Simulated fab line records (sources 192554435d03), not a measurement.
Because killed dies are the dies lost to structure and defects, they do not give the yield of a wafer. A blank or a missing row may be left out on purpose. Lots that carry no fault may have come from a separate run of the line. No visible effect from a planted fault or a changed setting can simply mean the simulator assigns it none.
fab line records    flow n5Finfet
[record] lots = 7  wafers = 21  lastDay = 17
route steps=1938 shown BEOL_M10@1518 PASSIVATION@1936
lots with no fault: from the same line, run without faults
startH: start of the lot's first displayed wafer, in hours after the record's first day    waitH: how many hours have passed since the lot's step before this one    " identical to the entry in the row above    L1.1+2: several wafers, shown together as one row    - value missing, or start not given    * or withheld: withheld    < > ~ a bound
route shown NAME@n: names a module that has steps shown in the file, with the first one's number in the route    usual: mean/standard deviation taken from wafers without a fault    same: alike in all rows    chamber/n: place in a boat    sites: each site's reading    _std_site: the values' standard deviation    _edge_site: inner sites' mean taken away from outer sites' mean    radiusMm: for every site, how far away it sits from the centre of the wafer    mask NAME#n: copy n    behind: the tool/chamber that last shaped the wafer    hold: reason for holding the lot/hours on hold/outcome of the hold    device: transistor that didn't switch, given as n, p or np    end of line: the same wafers' tests at the end of the route    a step given without rows: its recipe and nothing more    killed: dies that structure and defects cost at the first sort, which is not the same as the wafer's yield    map: a wafer's dies, x killed, . not, _ none there
set.NAME: setting as actually run; set.NAME@STEP: the setting as run at that earlier step    model.NAME: the simulator's own value behind a step, which no gauge read
certain route steps with their lots: each step a table, each wafer a row
services: from which hour (startH, from the record's first day; less than 0 if before it) a tool's chamber was out of use, for how many hours, and why
[[steps]]
[step N5_BEOL_M10_PRECLEAN_42]
[recipe] chemistry = residueRemover  timeS = 60  tempC = 40
[step N5_BEOL_M10_SRD_43]
[recipe] timeS = 30  tempC = 23  rinseLiquid = diw  dry = ipaMarangoni
[step N5_BEOL_M10_CD_MEAS_35]
[recipe] targetCdNm = 70  polarity = opening
[usual] cdNm = 69.5/0.88
lot.wafer  tool      chamber  startH  waitH  cdNm
L302.2     cdSem-03  -        230.51  0.0    69.0
L302.4     "         -        "       "      70.9
L302.6     "         -        "       "      70.4
L310.1     cdSem-03  -        282.68  0.0    69.3
L310.3     "         -        "       "      68.8
L310.6     "         -        "       "      69.4
L313.2     cdSem-03  -        287.47  0.0    70.9
L313.5     "         -        "       "      69.7
L313.6     "         -        "       "      70.5
L314.2     cdSem-03  -        298.33  0.0    71.0
L314.4     "         -        "       "      70.4
L314.5     "         -        "       "      70.9
L315.2     cdSem-02  -        304.59  0.0    67.9
L315.4     "         -        "       "      70.2
L315.6     "         -        "       "      69.6
L321.2     cdSem-03  -        345.34  0.0    68.2
L321.3     "         -        "       "      69.1
L321.5     "         -        "       "      68.4
L323.2     cdSem-01  -        349.91  0.0    69.8
L323.5     "         -        "       "      68.8
L323.6     "         -        "       "      70.4
[step N5_BEOL_M10_CURE_72]
[recipe] tempC = 370  timeS = 120  ambient = DMADMS/He  material = SiCOH_lowk
[usual] lampPowerPct = 52.31/0.051  wafer_temp_C_max = 372.1/0.63
lot.wafer  tool       chamber  startH  waitH  lampPowerPct  wafer_temp_C_max
L302.2     uvCure-02  1        230.76  0.3    52.29         371.5
L302.4     "          1        "       "      52.35         371.7
L302.6     "          1        "       "      52.32         372.0
L310.1     uvCure-03  1        282.73  0.0    52.28         373.0
L310.3     "          1        "       "      52.36         372.3
L310.6     "          1        "       "      52.32         372.5
L313.2     uvCure-02  0        287.56  0.1    52.30         371.4
L313.5     "          0        "       "      52.27         370.8
L313.6     "          0        "       "      52.34         371.5
L314.2     uvCure-02  2        298.42  0.1    52.31         372.7
L314.4     "          2        "       "      52.36         374.0
L314.5     "          2        "       "      52.21         372.5
L315.2     uvCure-01  1        304.68  0.1    52.31         372.0
L315.4     "          1        "       "      52.22         371.8
L315.6     "          1        "       "      52.31         372.5
L321.2     uvCure-01  1        345.57  0.2    52.35         371.9
L321.3     "          1        "       "      52.26         371.9
L321.5     "          1        "       "      52.31         372.1
L323.2     uvCure-02  2        350.00  0.1    52.31         374.1
L323.5     "          2        "       "      52.32         373.3
L323.6     "          2        "       "      52.21         372.6
[step N5_BEOL_M10_DEGAS_44]
[recipe] ambient = vacuum  tempC = 250  timeS = 60
[step N5_BEOL_M10_PRE_CLEAN_45]
[recipe] gas = H2/He  timeS = 30  tempC = 250
[step N5_BEOL_M10_ALD_74]
[recipe] material = TaN  targetThkA = 20  tempC = 275  aldPrecursorFamily = PDMAT  aldCoReactant = NH3  pressureTorr = 3  carrierFlowSccm = 1500  pulseTimeS = 2  purgeTimeS = 3  coReactantPurgeTimeS = 2  coReactantPulseTimeS = 3  aldCycles = 40  precursorVesselTempC = 75  precursorVesselPressureTorr = 26.25  precursorVesselCarrierSccm = 1000
[usual] heaterPowerW = 391/48
[same] coReactantPurgeTimeS = 2
lot.wafer  tool         chamber  startH  waitH  heaterPowerW  sinceWetCleanH
L302.2     aldMetal-03  0        231.25  0.0    420           1433
L302.4     "            1        "       "      489           1433
L302.6     "            3        "       "      444           -
L310.1     aldMetal-01  0        283.92  0.0    394           4562
L310.3     "            1        "       "      370           4562
L310.6     "            1        "       "      372           -
L313.2     aldMetal-01  1        288.15  0.1    362           4566
L313.5     "            2        "       "      365           -
L313.6     "            3        "       "      377           -
L314.2     aldMetal-03  2        298.79  0.0    313           1500
L314.4     "            1        "       "      500           1500
L314.5     "            3        "       "      451           -
L315.2     aldMetal-02  1        305.25  0.1    343           6122
L315.4     "            2        "       "      414           6122
L315.6     "            0        "       "      355           -
L321.2     aldMetal-01  0        346.31  0.2    395           4625
L321.3     "            2        "       "      362           4625
L321.5     "            1        "       "      378           -
L323.2     aldMetal-01  3        350.61  0.3    379           4629
L323.5     "            3        "       "      375           -
L323.6     "            0        "       "      396           -
[step N5_BEOL_M10_SURFACE_TREAT_76]
[recipe] gas = Ar  timeS = *  ionEnergyEv = *  ionCurrentMaCm2 = 0.5  pressureMtorr = *  arFlowSccm = 30
[usual] throttleValvePct = *
lot.wafer  tool           chamber  startH  waitH  throttleValvePct
L302.2     pvdSputter-03  -        231.60  0.2    *
L302.4     "              -        "       "      *
L302.6     "              -        "       "      *
L310.1     pvdSputter-01  -        284.22  0.2    *
L310.3     "              -        "       "      *
L310.6     "              -        "       "      *
L313.2     pvdSputter-03  -        288.53  0.3    *
L313.5     "              -        "       "      *
L313.6     "              -        "       "      *
L314.2     pvdSputter-03  -        299.15  0.2    *
L314.4     "              -        "       "      *
L314.5     "              -        "       "      *
L315.2     pvdSputter-03  -        305.57  0.2    *
L315.4     "              -        "       "      *
L315.6     "              -        "       "      *
L321.2     pvdSputter-03  -        346.63  0.2    *
L321.3     "              -        "       "      *
L321.5     "              -        "       "      *
L323.2     pvdSputter-01  -        351.33  0.6    *
L323.5     "              -        "       "      *
L323.6     "              -        "       "      *
[step N5_BEOL_M10_CVD_75]
[recipe] material = Co  targetThkA = 20  tempC = withheld  precursor = CCTBA/H2  pressureTorr = 30  timeS = 138.9
[step N5_BEOL_M10_SPUTTER_48]
[recipe] material = Cu  targetThkA = 120  tempC = -20  biasV = 60  powerW = 26000  chamberPressurePa = 0.13  timeS = 2
[usual] chuckSensorTempC = -15.9/0.5  substrateTempC = -20.00/0.11  throttleValvePct = 30.5/1.4
lot.wafer  tool           chamber  startH  waitH  chuckSensorTempC  substrateTempC  throttleValvePct
L302.2     pvdSputter-02  -        231.82  0.1    -16.4             -19.87          30.9
L302.4     "              -        "       "      -15.5             -19.92          30.9
L302.6     "              -        "       "      -16.4             -19.92          32.7
L310.1     pvdSputter-03  -        284.53  0.2    -16.2             -19.94          31.0
L310.3     "              -        "       "      -15.1             -20.09          31.2
L310.6     "              -        "       "      -16.0             -20.04          31.2
L313.2     pvdSputter-01  -        288.86  0.1    -16.1             -20.15          30.5
L313.5     "              -        "       "      -14.9             -20.11          30.4
L313.6     "              -        "       "      -16.2             -20.06          27.8
L314.2     pvdSputter-03  -        299.39  0.1    -15.0             -19.88          31.3
L314.4     "              -        "       "      -16.1             -20.08          30.8
L314.5     "              -        "       "      -15.8             -19.64          27.9
L315.2     pvdSputter-01  -        306.59  0.9    -16.3             -20.20          28.0
L315.4     "              -        "       "      -15.4             -20.19          30.9
L315.6     "              -        "       "      -16.2             -20.16          30.6
L321.2     pvdSputter-02  -        347.10  0.2    -16.4             -19.91          30.9
L321.3     "              -        "       "      -16.7             -20.05          32.7
L321.5     "              -        "       "      -15.5             -20.08          31.1
L323.2     pvdSputter-01  -        351.81  0.1    -15.6             -19.97          30.6
L323.5     "              -        "       "      -15.6             -19.98          30.6
L323.6     "              -        "       "      -14.9             -19.97          30.4
[step N5_BEOL_M10_ECD_50]
[recipe] material = Cu  targetThkA = 3180
[step N5_BEOL_M10_ANNEAL_51]
[recipe] tempC = 225  timeS = 90  ambient = N2
[usual] wafer_temp_C_max = 226.1/0.38
lot.wafer  tool          chamber  startH  waitH  wafer_temp_C_max
L302.2     rtpAnneal-01  0        232.46  0.5    226.5
L302.4     "             0        "       "      225.9
L302.6     "             0        "       "      226.0
L310.1     rtpAnneal-01  0        284.91  0.2    226.4
L310.3     "             0        "       "      226.1
L310.6     "             0        "       "      226.2
L313.2     rtpAnneal-01  0        289.60  0.6    226.4
L313.5     "             0        "       "      226.1
L313.6     "             0        "       "      226.4
L314.2     rtpAnneal-01  0        299.66  0.1    226.2
L314.4     "             0        "       "      226.4
L314.5     "             0        "       "      226.4
L315.2     rtpAnneal-02  0        307.02  0.3    225.9
L315.4     "             0        "       "      225.6
L315.6     "             0        "       "      226.0
L321.2     rtpAnneal-02  0        347.55  0.3    226.0
L321.3     "             0        "       "      225.7
L321.5     "             0        "       "      225.9
L323.2     rtpAnneal-02  0        352.31  0.4    225.4
L323.5     "             0        "       "      225.4
L323.6     "             0        "       "      225.7
[step N5_BEOL_M10_CMP_52]
[recipe] stopOn = SiCOH_lowk  tOverpolishS = 7  downForcePsi = 1  platenRpm = 50  clearingPlatenDownForcePsi = 1.5  clearingPlatenRpm = 50  postCmpClean = cuAlkaline  targetThkNm = 140  clearingPlatenPadVelocityMS = 0.99484  padVelocityMS = 0.99484
[usual] barrierFieldEndpointS = 28.8/0.85  motorCurrentA = 5.8/0.52  overpolishRunS = 6.999/0.0095  timeToEndpointS = 66/4
lot.wafer  tool    chamber  startH  waitH  barrierFieldEndpointS  motorCurrentA  overpolishRunS  timeToEndpointS
L302.2     cmp-03  1        232.72  0.2    29.2                   5.3            6.990           66
L302.4     "       2        "       "      29.0                   5.0            6.991           65
L302.6     "       1        "       "      30.0                   6.0            7.014           69
L310.1     cmp-03  1        285.24  0.3    28.3                   5.9            7.013           68
L310.3     "       2        "       "      29.2                   5.4            6.998           64
L310.6     "       1        "       "      29.5                   5.7            6.996           66
L313.2     cmp-03  1        289.89  0.2    16.1                   5.7            6.997           40
L313.6     "       0        "       "      15.5                   5.9            6.991           36
L313.5     "       1        "       "      29.5                   5.7            6.997           70
L314.4     cmp-03  1        299.95  0.2    30.3                   5.7            7.012           70
L314.2     "       3        "       "      16.1                   5.6            6.994           37
L314.5     "       0        "       "      28.1                   6.0            6.995           63
L315.2     cmp-03  2        307.33  0.3    15.7                   5.3            6.989           34
L315.4     "       0        "       "      28.3                   6.0            7.009           62
L315.6     "       3        "       "      16.5                   5.5            7.000           36
L321.2     cmp-04  2        347.85  0.3    28.7                   6.4            6.994           64
L321.3     "       3        "       "      28.6                   6.3            7.011           69
L321.5     "       2        "       "      29.2                   6.5            7.006           64
L323.2     cmp-04  3        352.56  0.2    28.6                   6.2            7.002           68
L323.5     "       3        "       "      29.4                   6.4            6.995           69
L323.6     "       0        "       "      28.5                   5.6            6.988           63
[step N5_PASSIVATION_PROBE_49]
[usual] defectLimitedYield = 91.4/1.5  killed_at_M0_to_M3 = 36/11  killed_at_M4_up = 14/6  killedAtContacts = 11/6  killedAtFrontEnd = 37/11  killedAtOther = 4/3.4  killedDies = 102/18  killedOpen = 66/13  killedShort = 34/7.8  sort_bin_4_leakage = 0.00/0.017  sort_bin_5_function = 5.0/0.97  sort_bin_6_memory = 3.2/0.7  sort_bin_8_speed = 0.0/0.38  sortNPass = 1078/19  sortYieldPct = 91.3/1.6
[same] grossDies = 1180  killedAtBackSide = 0
lot.wafer  tool       chamber  startH  waitH  defectLimitedYield[%]  killed_at_M0_to_M3  killed_at_M4_up  killedAtContacts  killedAtFrontEnd  killedAtOther  killedDies  killedOpen  killedShort  sort_bin_4_leakage[%]  sort_bin_5_function[%]  sort_bin_6_memory[%]  sort_bin_8_speed[%]  sortNPass  sortYieldPct[%]
L314.2     prober-02  -        349.87  0.9    91.9                   39                  7                2                 46                2              96          63          32           0                      4.8                     2.8                   0                    1084       91.9
L314.4     prober-02  -        349.97  1.0    91.2                   29                  16               8                 51                0              104         65          38           0                      4.9                     3.4                   0                    1076       91.2
L323.2     prober-02  -        400.12  0.1    89.7                   54                  14               24                28                1              121         78          41           0                      5.4                     4.3                   0                    1059       89.7
L323.5     prober-02  -        400.27  0.2    88.6                   29                  12               30                63                1              135         84          50           0                      6.5                     4.5                   0                    1045       88.6
L323.6     prober-02  -        400.32  0.3    90.1                   46                  11               28                30                2              117         75          40           0                      5.3                     4.4                   0                    1063       90.1
// killed by level:class
L314.2 BEOL_M1:geometricParticle:open=13 STI_FIN_REVEAL:geometricParticle:open=13 BEOL_M0_SAQP:geometricParticle:open=8 FIN_SAQP:geometricParticle:short=7 FIN_SAQP:geometricParticle:open=5 DUMMY_GATE:geometricParticle:open=5 BEOL_M0_SAQP:geometricParticle:short=5 BEOL_M3:geometricParticle:open=5
L314.4 FIN_SAQP:geometricParticle:open=12 STI_FIN_REVEAL:geometricParticle:open=10 BEOL_M1:geometricParticle:open=9 BEOL_M4:geometricParticle:open=8 FIN_SAQP:geometricParticle:short=7 MOL_CONTACT_COAG:geometricParticle:open=7 BEOL_M0_SAQP:geometricParticle:open=6 GATE_CUT:geometricParticle:short=4
L323.2 MOL_CONTACT_COAG:geometricParticle:open=20 BEOL_M0_SAQP:geometricParticle:open=15 BEOL_M0_SAQP:geometricParticle:short=15 FIN_SAQP:geometricParticle:short=8 BEOL_M1:geometricParticle:open=8 FIN_SAQP:geometricParticle:open=5 GATE_CUT:geometricParticle:open=4 MOL_CONTACT_COAG:geometricParticle:short=4
L323.5 MOL_CONTACT_COAG:geometricParticle:open=23 FIN_SAQP:geometricParticle:short=20 FIN_SAQP:geometricParticle:open=14 STI_FIN_REVEAL:geometricParticle:open=12 BEOL_M0_SAQP:geometricParticle:open=8 MOL_CONTACT_COAG:geometricParticle:short=7 BEOL_M0_SAQP:geometricParticle:short=7 BEOL_M4:geometricParticle:open=7
L323.6 MOL_CONTACT_COAG:geometricParticle:open=24 FIN_SAQP:geometricParticle:short=14 BEOL_M0_SAQP:geometricParticle:open=11 BEOL_M0_SAQP:geometricParticle:short=10 BEOL_M3:geometricParticle:open=7 FIN_SAQP:geometricParticle:open=6 BEOL_M1:geometricParticle:open=5 BEOL_M5:geometricParticle:open=5
[[services]]
tool           chamber  startH  hours  kind
cmp-03         -        207.50  -      consumableReplace:conditioner
cmp-03         -        207.50  -      consumableReplace:pad
cmp-03         -        218.71  1.1    repair
cmp-03         -        221.52  5.1    pm
uvCure-02      -        240.52  1.9    repair
cmp-04         -        244.19  3.7    pm
aldMetal-02    3        258.02  4.0    repair
cmp-03         -        267.36  0.8    repair
cmp-04         -        275.10  4.0    pm
aldMetal-02    -        277.69  2.8    pm
cmp-04         -        279.10  -      consumableReplace:conditioner
cmp-04         -        279.10  -      consumableReplace:pad
uvCure-01      -        282.81  2.1    pm
uvCure-03      -        286.17  2.1    pm
uvCure-02      -        296.72  1.0    pm
cmp-04         -        306.94  3.3    pm
aldMetal-01    1        318.31  25.0   repair
pvdSputter-02  -        321.23  1.2    repair
aldMetal-01    -        326.88  2.8    pm
pvdSputter-01  -        330.79  2.4    repair
aldMetal-02    -        337.25  14.0   pm
aldMetal-02    0        337.25  14.0   ventCycle
aldMetal-02    1        337.25  14.0   ventCycle
aldMetal-02    2        337.25  14.0   ventCycle
[[key]]
[firstSign] step = N5_BEOL_M10_CMP_52  reading = barrierFieldEndpointS  direction = down  sigmas = 15  usual = 28.8  struck = 16.0
[effect] step = N5_BEOL_M10_CMP_52  reading = timeToEndpointS  direction = down  sigmas = 7.3  usual = *  struck = *
metAt N5_BEOL_M10_CMP_52
struckWafers L313.2,L313.6,L314.2,L315.2,L315.6
onsetBetween 285.24 289.89
[fault] kind = processParameterDrift  tool = cmp-03  chamber = -  onsetH = 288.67  steps = N5_BEOL_M10_CMP_52  channel = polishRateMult  offset = 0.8  shape = step  endH = 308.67  scope = struckWafersOnly
